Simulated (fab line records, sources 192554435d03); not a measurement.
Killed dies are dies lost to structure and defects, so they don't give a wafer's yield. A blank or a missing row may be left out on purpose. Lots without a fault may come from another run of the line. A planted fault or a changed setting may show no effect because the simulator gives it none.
fab line records | flow n5_finfet
record lots=6 wafers=18 last_day=17
route steps=1938 shown ILD0@337 SDB@347 PASSIVATION@1936
lots that met no fault: from a run of the same line without faults
start_h: hours from the record's first day to the start of the lot's first wafer shown | wait_h: hours since the lot's step before | " the same as in the row above | L1.1+2: a row that stands for several wafers | - no value, or no start given | * or withheld: withheld | < > ~ a bound
route shown NAME@n: a module of which the file shows steps, and the number in the route of the first | usual: mean/standard deviation of fault-free wafers | same: alike in all rows | chamber/n: place in a boat | sites: the reading at each site | _std_site: their standard deviation | _edge_site: outer sites' mean less inner sites' | radius_mm: how far each site lies from the wafer's centre | mask NAME#n: copy n | behind: the tool/chamber that last shaped the wafer | hold: why the lot was held/for how many hours/how that ended | device: the transistor (n, p or np) that didn't switch | end of line: the same wafers' tests at the end of the route | a step without rows: its recipe alone | killed: dies lost to structure and defects at the first sort, not the wafer's yield | map: a wafer's dies, x killed, . not, _ none there
set.NAME: the setting as run; set.NAME@STEP: as run at that earlier step | model.NAME: the simulator's own value behind a step, which no gauge read
lots at some steps of the route; a table a step, a row a wafer
services: from which hour (start_h, from the record's first day; less than 0 if before it) a tool's chamber was out of use, for how many hours, and why
## steps
# step N5_ILD0_CURE_02
# recipe temp_c=450 time_s=1800 ambient=steam idle_temp_c=400 ramp_up_c_per_min=5 ramp_down_c_per_min=3 densification_p_h2o_torr=640
# step N5_ILD0_CMP_03
# recipe stop_on=SiNx t_overpolish_s=1.9 post_cmp_clean=alkaline_brush down_force_psi=4.1491 platen_rpm=51.796 pad_velocity_m_s=1.0306 target_thk_nm=197.38
# usual motor_current_A=11.8/0.81 overpolish_run_s=1.900/0.0092 slurry_filter_dp_kPa=13.49/0.13 time_to_endpoint_s=69.8/2.6
# columns lot.wafer tool chamber start_h wait_h motor_current_A overpolish_run_s slurry_filter_dp_kPa time_to_endpoint_s
L640.1 cmp-01 1 60.23 0.1 12.1 1.905 13.62 72.2
L640.2 " 2 " " 12.4 1.899 13.66 72.5
L640.6 " 0 " " 10.9 1.880 13.24 73.2
L642.2 cmp-03 0 82.71 0.0 12.6 1.897 13.64 70.7
L642.3 " 1 " " 11.3 1.905 13.61 71.4
L642.5 " 0 " " 12.1 1.902 13.45 69.1
L654.2 cmp-03 2 152.60 0.0 11.5 1.898 13.37 71.5
L654.6 " 2 " " 12.1 1.908 13.32 72.3
L654.5 " 3 " " 12.8 1.910 13.58 68.8
L655.3 cmp-04 2 155.43 0.1 12.6 1.893 13.43 70.4
L655.2 " 0 " " 11.8 1.901 13.52 75.8
L655.6 " 2 " " 12.9 1.902 13.43 72.6
L657.4 cmp-03 3 170.25 0.0 13.1 1.907 13.47 68.7
L657.1 " 0 " " 12.3 1.890 13.38 66.8
L657.5 " 0 " " 12.6 1.910 13.51 65.7
L660.4 cmp-03 0 179.64 0.2 11.9 1.896 13.36 71.3
L660.1 " 1 " " 11.6 1.884 13.46 71.7
L660.6 " 3 " " 13.1 1.903 13.41 67.9
# step N5_ILD0_THK_MEAS_04
# usual thk_nm=197.6/1
# columns lot.wafer tool chamber start_h wait_h thk_nm
L640.1 film_metro-02 - 60.45 - 197.2
L640.2 " - " " 196.6
L640.6 " - " " 198.0
L642.2 film_metro-01 - 83.01 - 198.3
L642.3 " - " " 198.9
L642.5 " - " " 196.9
L654.2 film_metro-01 - 152.89 - 197.4
L654.5 " - " " 197.8
L654.6 " - " " 198.6
L655.2 film_metro-02 - 155.68 - 197.9
L655.3 " - " " 198.5
L655.6 " - " " 196.8
L657.1 film_metro-01 - 170.54 - 197.4
L657.4 " - " " 197.7
L657.5 " - " " 197.5
L660.1 film_metro-02 - 179.86 - 199.1
L660.4 " - " " 198.7
L660.6 " - " " 198.6
# step N5_ILD0_CMP_07
# recipe stop_on=poly-Si material=SiO2_flowable t_overpolish_s=1.18 post_cmp_clean=alkaline_brush down_force_psi=4.1491 platen_rpm=51.796 pad_velocity_m_s=1.0306 target_thk_nm=138.88
# usual motor_current_A=11.8/0.92 slurry_filter_dp_kPa=13.50/0.13
# columns lot.wafer tool chamber start_h wait_h motor_current_A slurry_filter_dp_kPa
L640.1 cmp-01 0 60.56 0.1 11.2 13.49
L640.2 " 1 " " 12.3 13.30
L640.6 " 3 " " 10.3 13.67
L642.2 cmp-03 3 83.04 0.0 13.5 13.51
L642.3 " 2 " " 11.5 13.43
L642.5 " 0 " " 12.9 13.27
L654.2 cmp-01 2 152.92 0.0 11.9 13.49
L654.5 " 2 " " 12.0 13.58
L654.6 " 3 " " 10.3 13.46
L655.3 cmp-04 0 155.79 0.1 12.4 13.49
L655.2 " 1 " " 11.0 13.74
L655.6 " 3 " " 11.1 13.57
L657.4 cmp-04 0 170.57 0.0 12.1 13.23
L657.1 " 3 " " 10.9 13.35
L657.5 " 0 " " 12.5 13.37
L660.1 cmp-03 1 179.93 0.1 11.7 13.59
L660.4 " 2 " " 11.3 13.35
L660.6 " 0 " " 12.6 13.57
# step N5_ILD0_THK_MEAS_08
# usual thk_nm=138.9/1.1
# columns lot.wafer tool chamber start_h wait_h thk_nm
L640.1 film_metro-01 - 60.77 - 139.4
L640.2 " - " " 139.3
L640.6 " - " " 137.3
L642.2 film_metro-01 - 83.33 - 140.1
L642.3 " - " " 140.0
L642.5 " - " " 140.5
L654.2 film_metro-02 - 153.22 - 139.0
L654.5 " - " " 138.9
L654.6 " - " " 137.9
L655.2 film_metro-02 - 156.01 - 137.2
L655.3 " - " " 139.9
L655.6 " - " " 137.4
L657.1 film_metro-02 - 170.87 - 138.2
L657.4 " - " " 140.7
L657.5 " - " " 140.7
L660.1 film_metro-02 - 180.19 - 139.5
L660.4 " - " " 138.9
L660.6 " - " " 138.4
# step N5_ILD0_PRECLEAN_10
# recipe chemistry=NF3:NH3 afs_cycles=5 time_s=20 temp_c=30 sublimation_temp_c=180 sublimation_time_s=60 pressure_torr=3 rf_power_w=30
# step N5_ILD0_ALD_15
# recipe material=SiNx target_thk_a=240 temp_c=400 ald_precursor_family=SiH2I2 ald_co_reactant=N2/H2-plasma pulse_time_s=1 ald_cycles=480 purge_time_s=2 co_reactant_purge_time_s=2 pressure_torr=2
# usual heater_power_w=846/64 precursor_pulse_height_rel=1.002/0.019
# columns lot.wafer tool chamber start_h wait_h heater_power_w precursor_pulse_height_rel
L640.1 ald_sin-03 0 61.49 0.6 850 1.003
L640.2 " 1 " " 807 1.013
L640.6 " 2 62.58 1.1 800 1.016
L642.2 ald_sin-03 2 84.30 0.7 800 1.022
L642.3 " 0 " " 843 1.000
L642.5 " 2 85.39 1.5 796 0.992
L654.2 ald_sin-02 3 153.94 0.5 729 0.999
L654.5 " 0 155.02 1.2 756 1.009
L654.6 " 1 " " 866 1.051
L655.2 ald_sin-01 2 156.72 0.5 894 0.977
L655.3 " 3 " " 916 1.009
L655.6 " 1 157.81 1.1 929 0.983
L657.1 ald_sin-01 3 171.58 0.6 963 1.010
L657.4 " 0 " " 929 0.989
L657.5 " 1 172.67 1.2 936 1.035
L660.1 ald_sin-02 1 180.93 0.6 853 1.008
L660.4 " 2 " " 891 0.985
L660.6 " 2 182.01 1.1 890 1.024
# step N5_ILD0_CMP_12
# recipe stop_on=poly-Si material=SiNx t_overpolish_s=6 post_cmp_clean=alkaline_brush down_force_psi=2.5 platen_rpm=51.8 pad_velocity_m_s=1.0307 target_thk_nm=17.67
# usual motor_current_A=8.5/0.69 overpolish_run_s=6.000/0.0091 slurry_filter_dp_kPa=13.48/0.13 time_to_endpoint_s=27.9/2.4
# columns lot.wafer tool chamber start_h wait_h motor_current_A overpolish_run_s slurry_filter_dp_kPa time_to_endpoint_s
L640.2 cmp-01 0 64.22 1.6 8.4 5.993 13.82 28.8
L640.1 " 1 " " 8.8 5.995 13.47 31.1
L640.6 " 3 " " 7.4 5.996 13.42 26.5
L642.3 cmp-01 0 86.54 1.2 8.2 6.000 13.48 28.2
L642.2 " 1 " " 8.8 5.998 13.45 30.3
L642.5 " 0 " " 8.1 5.993 13.43 30.0
L654.2 cmp-01 3 156.17 1.2 7.6 5.994 13.38 22.1
L654.6 " 2 " " 8.7 5.995 13.32 27.2
L654.5 " 3 " " 7.2 5.999 13.69 22.6
L655.3 cmp-04 1 158.96 1.2 8.2 5.981 13.52 25.8
L655.2 " 2 " " 9.6 5.993 13.58 29.1
L655.6 " 0 " " 9.4 6.008 13.39 30.5
L657.1 cmp-01 3 173.79 1.1 7.4 6.009 13.53 23.9
L657.4 " 0 " " 7.8 6.010 13.49 29.8
L657.5 " 0 " " 8.3 5.987 13.71 29.2
L660.4 cmp-03 0 183.13 1.1 9.0 6.001 13.40 29.0
L660.1 " 3 " " 9.9 6.011 13.56 27.9
L660.6 " 1 " " 8.0 5.990 13.78 32.4
# step N5_ILD0_THK_MEAS_13
# usual thk_nm=17.6/1.1
# columns lot.wafer tool chamber start_h wait_h thk_nm
L640.1 film_metro-02 - 64.48 - 18.0
L640.2 " - " " 18.8
L640.6 " - " " 17.6
L642.2 film_metro-02 - 86.80 - 17.7
L642.3 " - " " 18.2
L642.5 " - " " 17.9
L654.2 film_metro-02 - 156.43 - 15.8
L654.5 " - " " 16.3
L654.6 " - " " 15.7
L655.2 film_metro-01 - 159.22 - 16.5
L655.3 " - " " 15.0
L655.6 " - " " 17.5
L657.1 film_metro-01 - 174.08 - 16.9
L657.4 " - " " 17.0
L657.5 " - " " 17.3
L660.1 film_metro-01 - 183.42 - 17.0
L660.4 " - " " 16.8
L660.6 " - " " 17.9
# step N5_ILD0_INSPECT_06
# recipe inspect_instrument=darkfield mode=post_cmp
# usual raw_defect_count=38/16
# columns lot.wafer tool chamber start_h wait_h raw_defect_count
L640.1 defect_inspect-01 - 64.51 0.0 24
L640.2 " - " " 21
L640.6 " - " " 32
L642.2 defect_inspect-01 - 86.83 0.0 30
L642.3 " - " " 28
L642.5 " - " " 57
L654.2 defect_inspect-02 - 156.46 0.0 37
L654.5 " - " " 17
L654.6 " - " " 22
L655.2 defect_inspect-01 - 159.24 0.0 21
L655.3 " - " " 50
L655.6 " - " " 35
L657.1 defect_inspect-01 - 174.11 0.0 59
L657.4 " - " " 27
L657.5 " - " " 42
L660.1 defect_inspect-02 - 183.45 0.0 27
L660.4 " - " " 31
L660.6 " - " " 31
# step N5_SDB_HM_DEP_00
# recipe material=SiNx target_thk_a=400 temp_c=400 precursor=SiH4/NH3/N2 pressure_torr=1.5 rf_w=300 time_s=35.3
# step N5_SDB_COAT_03
# recipe resist=SOC temp_c=250 time_s=60 spin_rpm=1500 resist_thk_nm=100
# step N5_SDB_COAT_04
# recipe resist=SiARC temp_c=220 time_s=60 spin_rpm=1500 resist_thk_nm=18
# usual exhaust_pa=45.4/0.89 spin_speed_rpm=1500.0/1.1
# columns lot.wafer tool chamber start_h wait_h exhaust_pa spin_speed_rpm
L640.1 litho_track-01 0 64.63 - 45.2 1500.6
L640.2 " 0 " " 45.3 1500.3
L640.6 " 0 " " 46.8 1502.0
L642.2 litho_track-01 0 86.95 - 43.9 1498.8
L642.3 " 0 " " 45.6 1503.6
L642.5 " 0 " " 45.0 1499.9
L654.2 litho_track-01 0 156.58 - 45.5 1461.7
L654.5 " 0 " " 44.7 1463.5
L654.6 " 0 " " 46.5 1462.2
L655.2 litho_track-01 0 159.37 - 45.7 1461.5
L655.3 " 0 " " 45.9 1462.9
L655.6 " 0 " " 46.6 1461.9
L657.1 litho_track-04 0 174.23 - 44.0 1498.2
L657.4 " 0 " " 45.1 1498.4
L657.5 " 0 " " 44.8 1497.8
L660.1 litho_track-04 0 183.57 - 45.7 1498.6
L660.4 " 0 " " 46.8 1499.7
L660.6 " 0 " " 46.6 1500.6
# step N5_SDB_COAT_05
# recipe resist=CAR-ArF spin_rpm=1500 resist_thk_nm=90
# step N5_SDB_EBR_07
# recipe solvent=PGMEA ebr_width_mm=1.5
# step N5_SDB_SOFTBAKE_06
# recipe temp_c=110 time_s=60 resist=CAR-ArF
# step N5_SDB_EXPOSE_08
# recipe mask_id=SDB na=1.35 source_shape=conventional sigma_outer=0.5 polarization=unpolarized dose_mj=49.6
# step N5_SDB_PEB_09
# recipe peb_temp_c=withheld peb_time_s=60 resist=CAR-ArF
# step N5_SDB_DEVELOP_10
# recipe develop_time_s=30 developer=TMAH resist=CAR-ArF rinse_liquid=diw dry=air_spin dev_temp_c=23
# step N5_SDB_CD_MEAS_11
# recipe target_cd_nm=50 landing_energy_ev=500 detector=se_inlens polarity=opening
# usual cd_nm=50.4/1.2
# columns lot.wafer tool chamber start_h wait_h cd_nm
L640.1 cd_sem-03 0 64.99 - 49.5
L640.2 " 0 " " 50.0
L640.6 " 0 " " 49.2
L642.2 cd_sem-01 0 87.19 - 49.6
L642.3 " 0 " " 49.3
L642.5 " 0 " " 47.9
L654.2 cd_sem-01 0 156.94 - 51.0
L654.5 " 0 " " 49.7
L654.6 " 0 " " 50.1
L655.2 cd_sem-03 0 159.73 - 50.4
L655.3 " 0 " " 49.3
L655.6 " 0 " " 48.4
L657.1 cd_sem-01 0 174.59 - 49.9
L657.4 " 0 " " 50.3
L657.5 " 0 " " 50.6
L660.1 cd_sem-02 0 183.94 - 48.5
L660.4 " 0 " " 50.8
L660.6 " 0 " " 49.5
# step N5_SDB_OVL_MEAS_12
# recipe points_per_wafer=44
# usual SDB_OVL=0.1/0.81
# same points_per_wafer=44
# columns lot.wafer tool chamber start_h wait_h SDB_OVL[nm]
L640.1 overlay-02 0 65.02 0.0 0.2
L640.2 " 0 " " 0.2
L640.6 " 0 " " -0.4
L642.2 overlay-02 0 87.22 0.0 -0.7
L642.3 " 0 " " 0.6
L642.5 " 0 " " -1.0
L654.2 overlay-02 0 156.97 0.0 0.7
L654.5 " 0 " " 1.9
L654.6 " 0 " " 1.0
L655.2 overlay-01 0 159.76 0.0 -0.6
L655.3 " 0 " " -0.5
L655.6 " 0 " " 0.4
L657.1 overlay-02 0 174.62 0.0 -0.1
L657.4 " 0 " " -0.7
L657.5 " 0 " " 0.1
L660.1 overlay-02 0 183.97 0.0 0.0
L660.4 " 0 " " 0.0
L660.6 " 0 " " -0.9
# step N5_SDB_INSPECT_13
# recipe mode=adi inspect_instrument=brightfield
# usual raw_defect_count=69/29
# columns lot.wafer tool chamber start_h wait_h raw_defect_count
L640.1 defect_inspect-01 - 65.05 0.0 41
L640.2 " - " " 46
L640.6 " - " " 76
L642.2 defect_inspect-02 - 87.24 0.0 45
L642.3 " - " " 74
L642.5 " - " " 88
L654.2 defect_inspect-01 - 157.00 0.0 85
L654.5 " - " " 26
L654.6 " - " " 46
L655.2 defect_inspect-01 - 159.79 0.0 90
L655.3 " - " " 63
L655.6 " - " " 85
L657.1 defect_inspect-01 - 174.65 0.0 65
L657.4 " - " " 74
L657.5 " - " " 43
L660.1 defect_inspect-01 - 183.99 0.0 84
L660.4 " - " " 35
L660.6 " - " " 111
# step N5_SDB_DESCUM_16
# recipe chemistry=O2 time_s=7.9 source_power_w=50 bias_power_w=20 pressure_mtorr=20 rf_frequency_hz=2.712e+07 temp_c=40 resist=CAR-ArF o2_flow_sccm=225
# step N5_SDB_ETCH_17
# recipe chemistry=CF4 target=SiARC target_depth_a=234 mask_material=CAR-ArF time_s=39 ion_energy_ev=80 pressure_mtorr=40 source_w=545 bias_w=36 Ar_flow_sccm=100 cf4_flow_sccm=100 ends=cleared
# usual drypump_motor_current_A=5.7/0.44 etch_rf_on_time_s=38.9/0.86 oes_product_au=0.66/0.07 rf_vpp_V=184.1/1 showerhead_plenum_p_Torr=2.14/0.068 throttle_valve_pct=15.57/0.2
# columns lot.wafer tool chamber start_h wait_h drypump_motor_current_A etch_rf_on_time_s oes_product_au rf_hours_counter_h rf_vpp_V showerhead_plenum_p_Torr throttle_valve_pct model.etch.depth_nm
L640.1 rie_diel-03 1 65.12 0.0 5.3 38.9 0.77 26 184.6 2.18 15.27 17.98
L640.2 " 3 " " 5.7 38.9 0.63 217 182.7 2.03 15.85 17.94
L640.6 " 2 " " 5.4 38.7 0.73 - 184.6 2.17 15.30 17.95
L642.2 rie_diel-04 0 87.67 0.0 6.7 38.7 0.59 222 182.9 2.03 15.92 18.01
L642.3 " 2 " " 5.6 39.7 0.62 192 185.2 2.04 15.72 17.95
L642.5 " 3 " " 6.4 38.6 0.84 - 184.2 2.20 15.53 17.97
L654.2 rie_diel-03 1 157.58 0.0 5.3 39.5 0.73 63 184.6 2.17 15.35 18.16
L654.5 " 1 " " 5.3 39.7 0.72 - 185.7 2.17 15.34 18.21
L654.6 " 2 " " 5.4 39.2 0.69 - 184.6 2.15 15.35 18.27
L655.2 rie_diel-02 2 160.07 0.0 5.2 39.5 0.60 224 183.4 2.20 15.93 18.23
L655.3 " 3 " " 5.6 37.6 0.65 167 183.6 2.13 15.57 18.22
L655.6 " 2 " " 5.3 39.2 0.60 - 185.1 2.20 15.93 18.2
L657.1 rie_diel-03 0 174.72 0.0 5.6 37.5 0.64 191 185.5 2.12 15.49 18.05
L657.4 " 2 " " 5.4 38.6 0.69 99 183.8 2.15 15.38 18.01
L657.5 " 1 " " 5.3 39.4 0.71 - 185.0 2.17 15.36 18.03
L660.1 rie_diel-04 3 184.11 0.0 6.4 39.0 0.75 38 184.6 2.19 15.61 17.99
L660.4 " 0 " " 6.7 39.0 0.84 - 184.9 2.28 15.46 17.96
L660.6 " 2 " " 5.6 40.4 0.59 - 183.4 2.03 15.82 18
# step N5_SDB_ETCH_18
# recipe chemistry=N2/H2 target=SOC target_depth_a=1000 overetch_a=200 mask_material=SiARC temp_c=40 time_s=150 ion_energy_ev=200 pressure_mtorr=30 source_w=840 bias_w=150 n2_flow_sccm=200 h2_flow_sccm=200
# usual drypump_motor_current_A=5.7/0.44 n2_flow_sccm=200.1/0.57 oes_product_au=0.69/0.073 rf_vpp_V=523.9/2.4 showerhead_plenum_p_Torr=2.55/0.088 temp_c=40.00/0.12 throttle_valve_pct=17.79/0.26
# columns lot.wafer tool chamber start_h wait_h drypump_motor_current_A n2_flow_sccm oes_product_au rf_hours_counter_h rf_vpp_V showerhead_plenum_p_Torr temp_c throttle_valve_pct
L640.1 rie_diel-03 1 65.15 0.0 5.3 200.8 0.81 26 525.8 2.60 39.78 17.47
L640.2 " 3 " " 5.7 199.9 0.65 217 518.9 2.40 39.99 17.96
L640.6 " 2 " " 5.5 200.2 0.76 - 524.0 2.56 40.08 17.45
L642.2 rie_diel-04 0 87.71 0.0 6.7 200.7 0.63 222 520.5 2.42 39.95 18.20
L642.3 " 2 " " 5.6 200.5 0.66 192 519.4 2.43 40.20 17.92
L642.5 " 3 " " 6.4 200.3 0.88 - 524.8 2.60 39.96 17.71
L654.2 rie_diel-03 1 157.62 0.0 5.3 200.6 0.76 63 525.2 2.59 40.06 17.52
L654.5 " 1 " " 5.3 200.0 0.75 - 526.2 2.59 40.03 17.52
L654.6 " 2 " " 5.4 199.7 0.72 - 524.6 2.55 39.98 17.51
L655.2 rie_diel-02 2 160.10 0.0 5.3 200.0 0.63 224 525.5 2.64 39.97 18.35
L655.3 " 3 " " 5.6 200.2 0.65 167 524.6 2.53 40.17 17.80
L655.6 " 2 " " 5.2 199.7 0.63 - 524.5 2.64 39.93 18.34
L657.1 rie_diel-03 0 174.75 0.0 5.6 199.0 0.66 191 524.0 2.54 40.05 17.95
L657.4 " 2 " " 5.5 200.2 0.72 99 523.3 2.55 40.13 17.54
L657.5 " 1 " " 5.3 199.6 0.75 - 525.7 2.58 39.99 17.55
L660.1 rie_diel-04 3 184.15 0.0 6.5 199.9 0.78 38 526.0 2.59 39.88 17.77
L660.4 " 0 " " 6.7 199.2 0.87 - 527.9 2.73 40.13 17.83
L660.6 " 2 " " 5.6 200.1 0.64 - 519.9 2.41 39.98 18.01
# step N5_PASSIVATION_PROBE_49
# usual killed_at_M0_to_M3=37/12 killed_at_M4_up=14/5.3 killed_at_contacts=12/6.2 killed_at_front_end=41/11 killed_at_other=3.7/2.9 killed_dies=107/17 killed_open=71/12 killed_short=34/7.9
# same gross_dies=1180 killed_at_back_side=0
# columns lot.wafer tool chamber start_h wait_h killed_at_M0_to_M3 killed_at_M4_up killed_at_contacts killed_at_front_end killed_at_other killed_dies killed_open killed_short
L654.2 prober-02 - 366.71 0.1 44 15 11 25 0 95 69 24
L655.2 prober-01 - 374.77 0.1 24 11 17 27 0 79 56 21
L655.3 prober-01 - 374.82 0.1 30 15 16 41 3 105 76 28
L655.6 prober-01 - 374.97 0.3 52 21 22 35 1 131 92 38
# killed by level:class
L654.2 BEOL_M1:geometric_particle:open=9 MOL_CONTACT_COAG:geometric_particle:open=7 BEOL_M0_SAQP:geometric_particle:open=7 BEOL_M0:geometric_particle:open=7 BEOL_M3:geometric_particle:open=7 FIN_SAQP:geometric_particle:open=5 BEOL_M2:geometric_particle:open=5 ILD0:geometric_particle:short=4
L655.2 MOL_CONTACT_COAG:geometric_particle:open=14 FIN_SAQP:geometric_particle:open=8 FIN_SAQP:geometric_particle:short=8 BEOL_M2:geometric_particle:open=6 STI_FIN_REVEAL:geometric_particle:open=4 BEOL_M0_SAQP:geometric_particle:open=4 BEOL_M1:geometric_particle:open=4 BEOL_M0_SAQP:geometric_particle:short=3
L655.3 MOL_CONTACT_COAG:geometric_particle:open=15 FIN_SAQP:geometric_particle:open=10 STI_FIN_REVEAL:geometric_particle:open=9 BEOL_M0_SAQP:geometric_particle:short=9 DUMMY_GATE:geometric_particle:open=5 BEOL_M0_SAQP:geometric_particle:open=5 BEOL_M2:geometric_particle:open=5 STARTING-WAFER:geometric_particle:open=5
L655.6 MOL_CONTACT_COAG:geometric_particle:open=18 STI_FIN_REVEAL:geometric_particle:open=14 BEOL_M2:geometric_particle:open=12 BEOL_M0_SAQP:geometric_particle:short=10 BEOL_M3:geometric_particle:open=9 BEOL_M4:geometric_particle:open=7 BEOL_M0_SAQP:geometric_particle:open=7 FIN_SAQP:geometric_particle:open=5
## services
# columns tool chamber start_h hours kind
cmp-03 - 38.31 16.6 pm
rie_diel-04 0 42.81 21.2 repair
cmp-04 - 44.87 23.7 repair
cmp-03 - 58.54 4.0 pm
rie_diel-03 0 64.56 13.4 repair
cmp-03 - 66.86 2.4 repair
cmp-04 - 69.29 5.7 pm
ald_sin-03 - 71.17 0.7 repair
cmp-01 - 78.45 4.0 pm
rie_diel-02 0 79.64 8.6 repair
rie_diel-02 1 79.64 3.7 repair
ald_sin-03 - 86.48 14.0 pm
cmp-01 - 93.49 24.5 repair
ald_sin-01 2 96.95 11.7 repair
ald_sin-02 - 99.08 3.6 repair
ald_sin-03 - 100.48 6.1 pm
cmp-04 - 107.65 2.1 repair
cmp-03 - 112.51 3.3 repair
ald_sin-03 - 115.30 6.0 pm
ald_sin-02 - 119.38 2.8 pm
cmp-01 - 129.78 5.0 pm
rie_diel-02 - 145.40 4.3 pm
cmp-03 - 165.20 3.8 pm
cmp-01 - 174.35 9.1 pm
## key
first_sign step=N5_SDB_COAT_04 reading=spin_speed_rpm direction=down sigmas=33 usual=* struck=*
effect none on later readings
model_effect step=N5_SDB_ETCH_17 value=etch.depth_nm without=17.99 struck=18.22
met_at N5_SDB_COAT_04
struck_wafers L654.2,L654.5,L654.6,L655.2,L655.3,L655.6
tester_left_out L654,L655
onset_between 86.95 156.58
fault kind=process_parameter_drift tool=litho_track-01 chamber=- onset_h=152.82 steps=N5_SDB_COAT_04 channel=spin_rpm offset=* shape=step end_h=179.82 acts_in=* stated=*
# tester_left_out: of these lots the tester's yield and bins aren't shown, on N5 and GAA mostly nor the transistor test; their killed dies are dies lost to structure and defects alone, not to doping, threshold or leakage, so they don't give the yield
